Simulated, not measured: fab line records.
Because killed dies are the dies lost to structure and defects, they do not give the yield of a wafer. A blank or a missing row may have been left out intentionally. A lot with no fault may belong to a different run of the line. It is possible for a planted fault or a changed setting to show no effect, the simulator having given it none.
fab line records	flow n5-finfet
record: lots: 9	wafers: 27	last-day: 19
route steps=1938 shown BEOL_M4@1034 PASSIVATION@1936
lots untouched by any fault: they come from a run of this same line in which no faults occurred
start-h: hours from the record's opening day to when the first of the lot's shown wafers began	wait-h: hours since the lot's step before	" as in the row above	L1.1+2: one row covering several wafers at once	- value missing, or start not given	* or withheld: withheld	< > ~ a bound
route shown NAME@n: NAME is a module with steps in the file, n the number in the route of the first one	usual: mean and standard deviation over wafers with no fault	same: alike in all rows	chamber/n: place in a boat	sites: the reading at each site	_std_site: standard deviation of those values	_edge_site: outer sites' mean less inner sites'	radius-mm: how far each site lies from the wafer's centre	mask NAME#n: copy n	behind: the last tool/chamber to shape the wafer	hold: why the lot went on hold/how many hours it stayed there/how the hold came to an end	device: transistor that didn't switch, given as n, p or np	end of line: at the end of the route, the tests of the same wafers	step lacking rows: just its recipe	killed: count of dies lost to structure and defects at first sort (not the wafer's yield)	map: dies across one wafer; x = killed, . = not, _ = none there
set.NAME: the setting as run; set.NAME@STEP: as run at that earlier step	model.NAME: the simulator's own value behind a step, which no gauge read
route steps across a sampled set of lots; one table per step, one row per wafer
services: the hour from which a tool's chamber was out of use, counted from the record's first day as start-h (under 0 if before that day), plus the number of hours and why
== steps ==
step: N5_BEOL_M4_CD_MEAS_11
recipe: target-cd-nm: 16.79	landing-energy-ev: 500	detector: se-inlens	polarity: opening
usual: cd-nm: 16.71/0.24
lot.wafer	tool	chamber	start-h	wait-h	cd-nm
L176.1	cd-sem-01	0	184.50	-	16.82
L176.4	"	0	"	"	16.82
L176.6	"	0	"	"	17.10
L179.4	cd-sem-03	0	192.86	-	16.54
L179.5	"	0	"	"	16.39
L179.6	"	0	"	"	16.68
L184.1	cd-sem-03	0	215.12	-	16.53
L184.3	"	0	"	"	16.82
L184.4	"	0	"	"	17.10
L191.1	cd-sem-02	0	268.58	-	16.91
L191.3	"	0	"	"	17.21
L191.6	"	0	"	"	16.87
L193.1	cd-sem-02	0	272.27	-	17.27
L193.3	"	0	"	"	16.80
L193.4	"	0	"	"	17.05
L192.1	cd-sem-02	0	278.50	-	16.70
L192.2	"	0	"	"	16.84
L192.4	"	0	"	"	16.92
L194.2	cd-sem-02	0	281.62	-	16.83
L194.3	"	0	"	"	17.25
L194.5	"	0	"	"	16.93
L197.1	cd-sem-02	0	312.62	-	16.49
L197.2	"	0	"	"	16.61
L197.3	"	0	"	"	16.70
L199.1	cd-sem-02	0	324.42	-	16.24
L199.3	"	0	"	"	16.60
L199.5	"	0	"	"	16.35
step: N5_BEOL_M4_ETCH_74
recipe: chemistry: N2/H2	target: underlayer	target-depth-a: 65	mask-material: CAR-EUV	time-s: 5.2	ion-energy-ev: 200	pressure-mtorr: 30	source-w: 840	bias-w: 150	n2-flow-sccm: 200	h2-flow-sccm: 200	ends: cleared
usual: drypump-motor-current-A: 5.6/0.59	etch-rf-on-time-s: 5.15/0.1	oes-product-au: 0.69/0.062	rf-vpp-V: 524.5/2.6	showerhead-plenum-p-Torr: 2.56/0.084	throttle-valve-pct: 17.88/0.28
lot.wafer	tool	chamber	start-h	wait-h	drypump-motor-current-A	etch-rf-on-time-s	oes-product-au	rf-hours-counter-h	rf-vpp-V	showerhead-plenum-p-Torr	throttle-valve-pct
L176.1	rie-diel-04	3	185.04	0.0	6.2	5.37	0.64	179	528.0	2.64	18.08
L176.4	"	2	"	"	4.9	5.35	0.57	247	519.2	2.38	17.83
L176.6	"	2	"	"	4.9	5.33	0.58	-	517.8	2.38	17.80
L179.4	rie-diel-05	1	193.01	0.0	5.5	5.20	0.62	189	528.6	2.63	18.15
L179.5	"	0	"	"	5.2	5.20	0.73	-	524.8	2.60	17.76
L179.6	"	1	"	"	5.5	5.24	0.62	-	524.3	2.63	18.15
L184.1	rie-diel-04	1	215.28	0.0	6.3	5.16	0.76	27	526.0	2.60	17.39
L184.3	"	0	"	"	6.2	5.23	0.61	202	524.7	2.52	18.20
L184.4	"	3	"	"	6.2	5.33	0.63	-	527.2	2.63	18.09
L191.1	rie-diel-03	1	270.34	0.0	4.7	5.13	0.69	89	522.4	2.47	18.22
L191.3	"	3	"	"	5.1	5.24	0.71	61	523.1	2.46	17.60
L191.6	"	2	"	"	5.1	4.98	0.70	-	523.3	2.48	18.10
L193.1	rie-diel-04	2	272.43	0.0	4.9	5.06	0.80	18	529.1	2.69	17.45
L193.3	"	3	"	"	6.2	5.34	0.61	210	526.2	2.62	18.15
L193.4	"	1	"	"	6.3	5.15	0.73	45	524.1	2.59	17.44
L192.1	rie-diel-05	0	278.74	0.0	5.1	5.22	0.69	78	526.6	2.59	17.82
L192.2	"	3	"	"	5.7	5.14	0.68	91	521.4	2.46	17.66
L192.4	"	1	"	"	5.5	5.23	0.60	220	526.5	2.62	18.19
L194.2	rie-diel-04	2	281.90	0.0	4.9	5.03	0.80	21	527.5	2.69	17.43
L194.3	"	0	"	"	6.2	5.25	0.60	225	522.3	2.51	18.27
L194.5	"	2	"	"	4.9	5.03	0.79	-	527.2	2.69	17.43
L197.1	rie-diel-03	0	312.78	0.0	5.7	5.24	0.74	52	528.6	2.70	17.83
L197.2	"	3	"	"	5.1	5.33	0.69	76	522.2	2.46	17.62
L197.3	"	2	"	"	5.1	5.06	0.67	107	521.3	2.48	18.11
L199.1	rie-diel-05	1	324.58	0.0	5.5	5.19	0.59	236	527.6	2.61	18.25
L199.3	"	0	"	"	5.1	5.11	0.69	94	525.6	2.58	17.84
L199.5	"	0	"	"	5.1	5.13	0.69	-	526.2	2.58	17.85
step: N5_BEOL_M4_STRIP_19
recipe: chemistry: O2	power-w: 400	temp-c: 40	pressure-mtorr: 30	rf-frequency-hz: 6e+07	bias-power-w: 0	overash-fraction: 0.2	o2-flow-sccm: 225
usual: drypump-motor-current-A: 5.6/0.58	oes-product-au: 0.81/0.073	rf-vpp-V: 3.7/0.45	showerhead-plenum-p-Torr: 2.11/0.065	throttle-valve-pct: 16.59/0.26
lot.wafer	tool	chamber	start-h	wait-h	drypump-motor-current-A	oes-product-au	rf-hours-counter-h	rf-vpp-V	showerhead-plenum-p-Torr	throttle-valve-pct
L176.1	rie-diel-04	2	185.39	0.1	4.9	0.67	247	2.7	1.97	16.79
L176.4	"	3	"	"	6.2	0.74	179	4.1	2.18	16.91
L176.6	"	1	"	"	6.3	0.92	-	3.5	2.13	16.17
L179.4	rie-diel-04	1	193.43	0.1	6.3	0.91	18	3.2	2.13	16.16
L179.5	"	0	"	"	6.2	0.72	-	3.2	2.09	17.03
L179.6	"	1	"	"	6.3	0.91	-	3.2	2.13	16.17
L184.1	rie-diel-05	3	215.69	0.2	5.7	0.83	70	2.8	2.04	16.50
L184.3	"	1	"	"	5.5	0.71	196	3.9	2.15	16.84
L184.4	"	2	"	"	6.6	0.84	66	3.6	2.12	16.42
L191.1	rie-diel-04	1	270.76	0.2	6.3	0.86	45	3.6	2.12	16.22
L191.3	"	3	"	"	6.2	0.73	209	3.3	2.17	16.97
L191.6	"	1	"	"	6.3	0.86	-	3.4	2.12	16.23
L193.1	rie-diel-04	2	272.83	0.1	4.9	0.92	18	3.7	2.23	16.38
L193.3	"	0	"	"	6.2	0.70	222	2.8	2.08	17.09
L193.4	"	1	"	"	6.2	0.85	45	3.5	2.12	16.22
L192.1	rie-diel-04	3	279.19	0.2	6.2	0.73	213	4.1	2.17	16.98
L192.2	"	0	"	"	6.2	0.70	224	3.4	2.08	17.09
L192.4	"	1	"	"	6.3	0.86	48	4.7	2.12	16.23
L194.2	rie-diel-03	1	282.23	0.1	4.7	0.81	94	4.5	2.01	16.74
L194.3	"	3	"	"	5.1	0.82	65	3.6	2.03	16.40
L194.5	"	0	"	"	5.6	0.87	-	2.7	2.23	16.60
L197.1	rie-diel-03	0	313.12	0.1	5.7	0.86	52	4.4	2.22	16.62
L197.2	"	2	"	"	5.1	0.79	107	3.7	2.05	16.84
L197.3	"	3	"	"	5.1	0.81	77	3.8	2.03	16.42
L199.1	rie-diel-05	2	324.91	0.1	6.6	0.79	104	3.7	2.10	16.49
L199.3	"	1	"	"	5.5	0.69	236	3.2	2.13	16.91
L199.5	"	1	"	"	5.5	0.69	-	4.2	2.13	16.93
step: N5_BEOL_M4_INSPECT_30
recipe: mode: adi	inspect-instrument: brightfield
usual: raw-defect-count: 375/78
lot.wafer	tool	chamber	start-h	wait-h	raw-defect-count
L176.1	defect-inspect-01	-	185.86	0.1	369
L176.4	"	-	"	"	336
L176.6	"	-	"	"	360
L179.4	defect-inspect-01	-	194.03	0.0	429
L179.5	"	-	"	"	364
L179.6	"	-	"	"	236
L184.1	defect-inspect-01	-	216.30	0.1	402
L184.3	"	-	"	"	314
L184.4	"	-	"	"	265
L191.1	defect-inspect-01	-	271.23	0.1	1452
L191.3	"	-	"	"	1472
L191.6	"	-	"	"	1412
L193.1	defect-inspect-01	-	273.31	0.1	1581
L193.3	"	-	"	"	1506
L193.4	"	-	"	"	1496
L192.1	defect-inspect-02	-	279.68	0.1	1590
L192.2	"	-	"	"	1628
L192.4	"	-	"	"	1573
L194.2	defect-inspect-02	-	282.74	0.0	470
L194.3	"	-	"	"	435
L194.5	"	-	"	"	568
L197.1	defect-inspect-01	-	313.59	0.1	491
L197.2	"	-	"	"	476
L197.3	"	-	"	"	487
L199.1	defect-inspect-02	-	325.56	0.1	418
L199.3	"	-	"	"	249
L199.5	"	-	"	"	337
step: N5_BEOL_M4_TRENCH_ETCH_37
recipe: chemistry: C4F6/O2	target-depth-a: 555.55	target: SiOC	time-s: 29.2	ion-energy-ev: 250	pressure-mtorr: 30	source-w: 355	bias-w: 185	Ar_flow_sccm: 300	C4F6_flow_sccm: 10	O2_flow_sccm: 10
usual: O2_flow_sccm: 10.00/0.031	drypump-motor-current-A: 5.5/0.59	mfc-ar-sccm: 299.8/0.95	oes_ar_750_au: 0.81/0.067	oes-product-au: 0.82/0.073	rf-vpp-V: 664/14	showerhead-plenum-p-Torr: 2.88/0.095	throttle-valve-pct: 20.92/0.26
lot.wafer	tool	chamber	start-h	wait-h	O2_flow_sccm	drypump-motor-current-A	mfc-ar-sccm	oes_ar_750_au	oes-product-au	rf-hours-counter-h	rf-vpp-V	showerhead-plenum-p-Torr	throttle-valve-pct
L176.1	rie-diel-05	1	-	-	10.00	5.5	299.1	0.74	0.73	190	658	2.95	21.18
L176.4	"	0	"	"	10.03	5.1	298.6	0.86	0.86	50	664	2.89	20.63
L176.6	"	3	"	"	10.05	5.7	298.6	0.82	0.84	-	658	2.75	20.50
L179.4	rie-diel-04	1	-	-	9.96	6.3	299.9	0.89	0.90	-	668	2.93	20.61
L179.5	"	0	"	"	10.00	6.2	299.0	0.72	0.72	-	647	2.85	21.32
L179.6	"	3	"	"	10.00	6.2	298.8	0.75	0.73	-	649	2.95	21.10
L184.1	rie-diel-03	1	-	-	10.01	4.7	299.5	0.80	0.83	77	684	2.78	21.13
L184.3	"	3	"	"	9.99	5.1	300.2	0.83	0.85	50	685	2.79	20.67
L184.4	"	0	"	"	10.03	5.7	299.3	0.91	0.91	25	648	3.02	20.80
L191.1	rie-diel-03	3	-	-	9.96	5.1	300.4	0.81	0.83	64	683	2.78	20.70
L191.3	"	0	"	"	10.01	5.7	300.7	0.88	0.88	39	646	3.02	20.82
L191.6	"	1	"	"	9.93	4.7	300.5	0.79	0.80	-	682	2.77	21.15
L193.1	rie-diel-03	0	-	-	9.97	5.7	299.6	0.88	0.88	40	646	3.01	20.83
L193.3	"	2	"	"	10.02	5.1	299.9	0.80	0.82	95	671	2.79	21.10
L193.4	"	3	"	"	10.02	5.1	301.1	0.82	0.83	65	684	2.78	20.69
L192.1	rie-diel-03	0	-	-	10.02	5.7	299.1	0.87	0.86	46	645	3.01	20.83
L192.2	"	1	"	"	10.01	4.7	299.6	0.78	0.80	99	683	2.77	21.16
L192.4	"	3	"	"	10.05	5.1	299.8	0.82	0.82	71	683	2.78	20.70
L194.2	rie-diel-03	3	-	-	10.08	5.1	300.2	0.81	0.82	72	684	2.78	20.69
L194.3	"	0	"	"	10.02	5.7	299.3	0.87	0.87	48	646	3.01	20.83
L194.5	"	1	"	"	9.98	4.7	299.5	0.77	0.79	-	682	2.77	21.15
L197.1	rie-diel-03	0	-	-	10.06	5.7	301.0	0.86	0.85	56	646	3.01	20.85
L197.2	"	2	"	"	10.02	5.1	298.4	0.78	0.79	112	672	2.78	21.12
L197.3	"	3	"	"	9.93	5.1	299.0	0.80	0.81	81	686	2.77	20.71
L199.1	rie-diel-04	1	-	-	10.03	6.3	301.3	0.83	0.85	67	668	2.91	20.68
L199.3	"	0	"	"	10.03	6.2	299.9	0.69	0.68	245	645	2.83	21.39
L199.5	"	0	"	"	10.07	6.2	299.0	0.69	0.68	-	647	2.83	21.40
step: N5_BEOL_M4_RC_MEAS_101
usual: DIBL_N: 36.4/1.9	DIBL_P: 35.8/2.1	IOFF_N: 0.158/0.029	IOFF_P: 0.21/0.035	ION_N: 676/14	ION_P: 465/9.7	SS_N: 71.5/0.66	SS_P: 73.4/0.7	VT_N: 249.8/3	VT_P: -250/3.3
lot.wafer	tool	chamber	start-h	wait-h	DIBL_N[mV/V]	DIBL_P[mV/V]	IOFF_N[nA/um]	IOFF_P[nA/um]	ION_N[uA/um]	ION_P[uA/um]	SS_N[mV/dec]	SS_P[mV/dec]	VT_N[mV]	VT_P[mV]
L176.1	prober-01	0	202.33	0.0	38.5	39.9	0.219	0.27	677	463	71.9	75.0	242.7	-249
L176.4	"	0	"	"	37.8	36.8	0.196	0.21	677	455	72.8	73.8	249.7	-251
L176.6	"	0	"	"	37.9	37.4	0.190	0.21	665	452	72.8	74.1	250.0	-253
L179.4	prober-01	0	209.79	0.5	37.6	38.6	0.163	0.19	661	446	70.9	73.8	250.5	-253
L179.5	"	0	"	"	35.9	36.5	0.137	0.17	650	443	71.0	73.6	253.8	-256
L179.6	"	0	"	"	36.8	36.9	0.157	0.17	659	446	71.7	73.1	250.6	-257
L184.1	prober-02	0	242.22	0.0	36.7	36.4	0.161	0.22	684	468	72.4	73.9	250.9	-247
L184.3	"	0	"	"	33.3	32.6	0.110	0.17	675	465	70.9	72.2	255.0	-251
L184.4	"	0	"	"	37.8	36.6	0.167	0.23	667	461	72.5	73.8	252.5	-246
L191.1	prober-02	0	282.74	0.0	35.6	34.7	0.148	0.19	680	468	71.1	72.9	250.3	-252
L191.3	"	0	"	"	36.3	35.7	0.159	0.20	682	463	71.1	73.4	249.3	-249
L191.6	"	0	"	"	34.5	33.4	0.129	0.17	666	455	71.4	72.7	252.4	-252
L193.1	prober-02	0	286.51	0.0	38.4	38.6	0.208	0.30	694	479	71.9	73.8	245.0	-243
L193.3	"	0	"	"	36.3	36.6	0.156	0.24	656	460	71.5	73.0	250.2	-246
L193.4	"	0	"	"	36.8	37.9	0.164	0.27	680	471	71.6	73.5	246.9	-244
L192.1	prober-02	0	302.32	0.0	37.2	36.5	0.184	0.24	702	483	71.8	73.5	245.4	-248
L192.2	"	0	"	"	35.7	33.7	0.157	0.20	689	468	71.6	72.7	246.4	-250
L192.4	"	0	"	"	38.0	36.4	0.185	0.23	687	467	72.3	73.7	245.8	-250
L194.2	prober-02	0	306.54	0.3	35.8	34.8	0.155	0.21	671	469	71.1	73.4	250.0	-249
L194.3	"	0	"	"	35.2	34.1	0.142	0.19	666	459	71.3	73.4	251.1	-248
L194.5	"	0	"	"	34.1	31.6	0.117	0.16	656	448	71.0	72.0	250.5	-251
L197.1	prober-01	0	329.04	0.0	36.4	37.0	0.159	0.23	691	473	70.7	73.3	250.1	-250
L197.2	"	0	"	"	37.4	37.0	0.168	0.22	676	466	71.6	73.9	248.1	-250
L197.3	"	0	"	"	35.7	35.5	0.139	0.21	679	472	71.5	73.3	253.4	-250
L199.1	prober-01	0	346.11	0.0	33.6	33.7	0.126	0.18	668	463	72.0	72.9	252.8	-250
L199.3	"	0	"	"	31.6	31.8	0.110	0.16	667	462	70.6	72.2	253.3	-254
L199.5	"	0	"	"	30.2	30.0	0.091	0.14	652	455	70.8	71.9	257.4	-254
step: N5_PASSIVATION_PROBE_49
usual: defect-limited-yield: 91.3/1.3	killed_at_M0_to_M3: 34/9.1	killed_at_M4_up: 14/5.6	killed-at-contacts: 13/5.9	killed-at-front-end: 39/11	killed-at-other: 3.6/3	killed-dies: 102/16	killed-on-rim: 13/4	killed-open: 68/12	killed-short: 33/7.3	sort_bin_5_function: 5.2/0.89	sort_bin_6_memory: 3.2/0.68	sort-n-pass: 1078/16	sort-yield-pct: 91.3/1.3
same: gross-dies: 1180	killed-at-back-side: 0	sort_bin_4_leakage[%]: 0	sort_bin_8_speed[%]: 0
lot.wafer	tool	chamber	start-h	wait-h	defect-limited-yield[%]	killed_at_M0_to_M3	killed_at_M4_up	killed-at-contacts	killed-at-front-end	killed-at-other	killed-dies	killed-on-rim	killed-open	killed-short	sort_bin_5_function[%]	sort_bin_6_memory[%]	sort-n-pass	sort-yield-pct[%]
L179.4	prober-01	-	317.69	0.2	89.7	29	19	24	49	0	121	16	79	42	5.7	4.3	1059	89.7
L179.5	prober-01	-	317.74	0.2	92.3	24	19	8	37	3	91	9	62	29	4.9	2.5	1089	92.3
L179.6	prober-01	-	317.79	0.3	92.0	29	7	18	40	0	94	15	67	27	4.4	2.9	1086	92.0
L184.1	prober-01	-	347.27	0.0	89.6	43	13	5	54	8	123	14	87	36	7.2	3.1	1057	89.6
L184.3	prober-01	-	347.37	0.1	90.0	58	13	10	30	7	118	19	79	39	5.8	4.1	1062	90.0
L184.4	prober-01	-	347.42	0.2	91.8	46	13	9	26	3	97	16	60	37	4.3	3.8	1083	91.8
L191.1	prober-02	-	385.13	0.0	85.7	23	87	13	46	0	169	30	62	21	8.6	2.5	1011	85.7
L191.3	prober-02	-	385.23	0.1	86.8	23	73	22	32	6	156	25	60	28	6.7	4.1	1024	86.8
L191.6	prober-02	-	385.38	0.3	84.3	35	89	9	50	2	185	39	72	32	9.5	3.8	995	84.3
L193.1	prober-01	-	399.92	0.0	80.3	28	164	6	29	6	233	9	49	30	11.6	3.8	947	80.3
L193.3	prober-01	-	400.02	0.1	85.9	28	76	13	45	4	166	27	73	29	8.3	3.2	1014	85.9
L193.4	prober-01	-	400.07	0.2	83.8	24	105	12	41	9	191	33	72	36	9.8	3.6	989	83.8
L192.1	prober-02	-	416.10	0.0	87.7	23	81	12	26	3	145	25	47	32	7.6	2.5	1035	87.7
L192.2	prober-02	-	416.15	0.1	86.4	19	83	7	51	0	160	37	61	27	7.2	3.6	1020	86.4
L192.4	prober-02	-	416.25	0.2	84.7	42	92	9	37	0	180	23	62	32	9.4	3.3	1000	84.7
L197.1	prober-02	-	436.19	0.0	93.1	20	21	10	31	0	82	13	55	26	4.0	2.6	1098	93.1
L197.2	prober-02	-	436.24	0.1	92.9	25	20	14	21	4	84	8	57	25	3.6	3.3	1096	92.9
L197.3	prober-02	-	436.29	0.1	92.0	22	23	20	27	2	94	12	63	25	4.7	2.5	1086	92.0
killed by level:class
L179.4 MOL_CONTACT_COAG:geometric-particle:open=18 FIN_SAQP:geometric-particle:short=12 BEOL_M4:geometric-particle:open=10 BEOL_M0_SAQP:geometric-particle:short=10 FIN_SAQP:geometric-particle:open=9 STI_FIN_REVEAL:geometric-particle:open=8 MOL_CONTACT_COAG:geometric-particle:short=6 DUMMY_GATE:geometric-particle:open=6
L179.5 BEOL_M4:geometric-particle:open=13 BEOL_M1:geometric-particle:open=12 FIN_SAQP:geometric-particle:short=6 GATE_CUT:geometric-particle:open=6 MOL_CONTACT_COAG:geometric-particle:open=6 STI_FIN_REVEAL:geometric-particle:open=5 DUMMY_GATE:geometric-particle:open=5 GATE_CUT:geometric-particle:short=4
L179.6 FIN_SAQP:geometric-particle:open=17 MOL_CONTACT_COAG:geometric-particle:open=13 BEOL_M0_SAQP:geometric-particle:open=9 BEOL_M0_SAQP:geometric-particle:short=7 BEOL_M1:geometric-particle:open=6 FIN_SAQP:geometric-particle:short=5 DUMMY_GATE:geometric-particle:open=5 MOL_CONTACT_COAG:geometric-particle:short=5
L184.1 FIN_SAQP:geometric-particle:open=15 FIN_SAQP:geometric-particle:short=15 BEOL_M2:geometric-particle:open=13 BEOL_M3:geometric-particle:open=9 DUMMY_GATE:geometric-particle:open=7 BEOL_M0_SAQP:geometric-particle:open=7 BEOL_M4:geometric-particle:open=6 MOL_CONTACT_COAG:geometric-particle:open=5
L184.3 BEOL_M0_SAQP:geometric-particle:short=14 BEOL_M1:geometric-particle:open=13 BEOL_M0_SAQP:geometric-particle:open=10 MOL_CONTACT_COAG:geometric-particle:open=8 STI_FIN_REVEAL:geometric-particle:open=7 BEOL_M3:geometric-particle:open=7 BEOL_M4:geometric-particle:open=5 BEOL_M2:geometric-particle:open=5
L184.4 FIN_SAQP:geometric-particle:open=8 BEOL_M1:geometric-particle:open=8 BEOL_M0_SAQP:geometric-particle:open=8 BEOL_M0_SAQP:geometric-particle:short=8 BEOL_M2:geometric-particle:open=7 MOL_CONTACT_COAG:geometric-particle:open=6 BEOL_M0:geometric-particle:short=5 BEOL_M1:geometric-particle:short=4
L191.1 BEOL_M4:unspecified=83 STI_FIN_REVEAL:geometric-particle:open=13 FIN_SAQP:geometric-particle:open=10 MOL_CONTACT_COAG:geometric-particle:open=7 BEOL_M3:geometric-particle:open=7 MOL_CONTACT_COAG:geometric-particle:short=6 BEOL_M2:geometric-particle:open=6 STARTING-WAFER:geometric-particle:open=6
L191.3 BEOL_M4:unspecified=67 MOL_CONTACT_COAG:geometric-particle:open=20 STI_FIN_REVEAL:geometric-particle:open=8 GATE_CUT:geometric-particle:short=6 BEOL_M0_SAQP:geometric-particle:open=5 GATE_CUT:geometric-particle:open=4 BEOL_M2:geometric-particle:open=4 BEOL_M0_SAQP:geometric-particle:short=4
L191.6 BEOL_M4:unspecified=80 STI_FIN_REVEAL:geometric-particle:open=14 FIN_SAQP:geometric-particle:open=12 BEOL_M0_SAQP:geometric-particle:short=9 BEOL_M0_SAQP:geometric-particle:open=8 FIN_SAQP:geometric-particle:short=7 MOL_CONTACT_COAG:geometric-particle:open=7 BEOL_M1:geometric-particle:open=6
L193.1 BEOL_M4:unspecified=154 FIN_SAQP:geometric-particle:short=9 STI_FIN_REVEAL:geometric-particle:open=6 BEOL_M4:geometric-particle:open=6 FIN_SAQP:geometric-particle:open=4 MOL_CONTACT_COAG:geometric-particle:open=4 BEOL_M0_SAQP:geometric-particle:short=4 BEOL_M0_SAQP:geometric-particle:open=4
L193.3 BEOL_M4:unspecified=64 STI_FIN_REVEAL:geometric-particle:open=15 MOL_CONTACT_COAG:geometric-particle:open=12 BEOL_M2:geometric-particle:open=10 BEOL_M0_SAQP:geometric-particle:short=7 DUMMY_GATE:geometric-particle:open=6 GATE_CUT:geometric-particle:short=5 FIN_SAQP:geometric-particle:open=4
L193.4 BEOL_M4:unspecified=83 MOL_CONTACT_COAG:geometric-particle:open=9 STI_FIN_REVEAL:geometric-particle:open=7 BEOL_M4:geometric-particle:open=7 FIN_SAQP:geometric-particle:open=6 BEOL_M3:geometric-particle:open=6 STI_FIN_REVEAL:geometric-particle:short=5 BEOL_M2:geometric-particle:open=5
L192.1 BEOL_M4:unspecified=66 BEOL_M3:geometric-particle:open=10 MOL_CONTACT_COAG:geometric-particle:open=9 BEOL_M4:geometric-particle:open=7 FIN_SAQP:geometric-particle:short=5 BEOL_M0_SAQP:geometric-particle:short=5 STI_FIN_REVEAL:geometric-particle:open=4 BEOL_M4:geometric-particle:short=4
L192.2 BEOL_M4:unspecified=67 STI_FIN_REVEAL:geometric-particle:open=21 FIN_SAQP:geometric-particle:open=7 MOL_CONTACT_COAG:geometric-particle:open=7 BEOL_M0_SAQP:geometric-particle:short=7 STI_FIN_REVEAL:geometric-particle:short=6 BEOL_M8:geometric-particle:open=5 HKMG_FIN:area-etch=5
L192.4 BEOL_M4:unspecified=85 BEOL_M0_SAQP:geometric-particle:short=14 BEOL_M0_SAQP:geometric-particle:open=12 FIN_SAQP:geometric-particle:open=11 DUMMY_GATE:geometric-particle:open=8 MOL_CONTACT_COAG:geometric-particle:open=7 FIN_SAQP:geometric-particle:short=5 BEOL_M1:geometric-particle:short=4
L197.1 FIN_SAQP:geometric-particle:short=9 MOL_CONTACT_COAG:geometric-particle:open=9 BEOL_M4:geometric-particle:open=9 FIN_SAQP:geometric-particle:open=6 BEOL_M0_SAQP:geometric-particle:open=5 STI_FIN_REVEAL:geometric-particle:open=4 BEOL_M3:geometric-particle:open=4 BEOL_M0_SAQP:geometric-particle:short=3
L197.2 BEOL_M3:geometric-particle:open=10 MOL_CONTACT_COAG:geometric-particle:open=9 BEOL_M4:geometric-particle:open=9 BEOL_M2:geometric-particle:open=6 FIN_SAQP:geometric-particle:short=5 MOL_CONTACT_COAG:geometric-particle:short=5 FIN_SAQP:geometric-particle:open=4 BEOL_M7:geometric-particle:open=4
L197.3 MOL_CONTACT_COAG:geometric-particle:open=15 BEOL_M4:geometric-particle:open=10 STI_FIN_REVEAL:geometric-particle:open=6 BEOL_M3:geometric-particle:short=6 FIN_SAQP:geometric-particle:open=5 MOL_CONTACT_COAG:geometric-particle:short=5 BEOL_M5:geometric-particle:open=5 HKMG_FIN:area-etch=5
== services ==
tool	chamber	start-h	hours	kind
rie-diel-04	2	196.02	-	clean
rie-diel-04	2	196.02	-	consumable-replace:focus-ring
rie-diel-04	2	196.02	-	consumable-replace:showerhead
rie-diel-04	2	196.02	23.0	scheduled-down
rie-diel-04	2	196.02	23.0	vent-cycle
rie-diel-04	2	224.75	4.2	repair
rie-diel-04	1	232.41	6.1	repair
rie-diel-04	0	267.86	1.3	repair
rie-diel-03	-	317.11	0.4	repair
rie-diel-03	-	340.17	4.3	pm
== key ==
first-sign: step: N5_BEOL_M4_INSPECT_30	reading: raw-defect-count	direction: up	sigmas: 15	usual: 375	struck: 1523
effect: step: N5_PASSIVATION_PROBE_49	reading: killed_at_M4_up	direction: up	sigmas: 14	usual: 14	struck: 94
more-kills-born-at: N5_BEOL_M4_STRIP_19@rie-diel-04: 749
met-at N5_BEOL_M4_STRIP_19
struck-lots L191,L192,L193
not-acting-at N5_BEOL_M4_CD_MEAS_11,N5_BEOL_M4_ETCH_74,N5_BEOL_M4_TRENCH_ETCH_37
onset-between 193.43 270.76
fault: kind: chamber-particle-source	tool: rie-diel-04	chamber: -	onset-h: 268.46	steps: N5_BEOL_M4_STRIP_19	rate-per-visit-cm2: 1.7993	end-h: 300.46
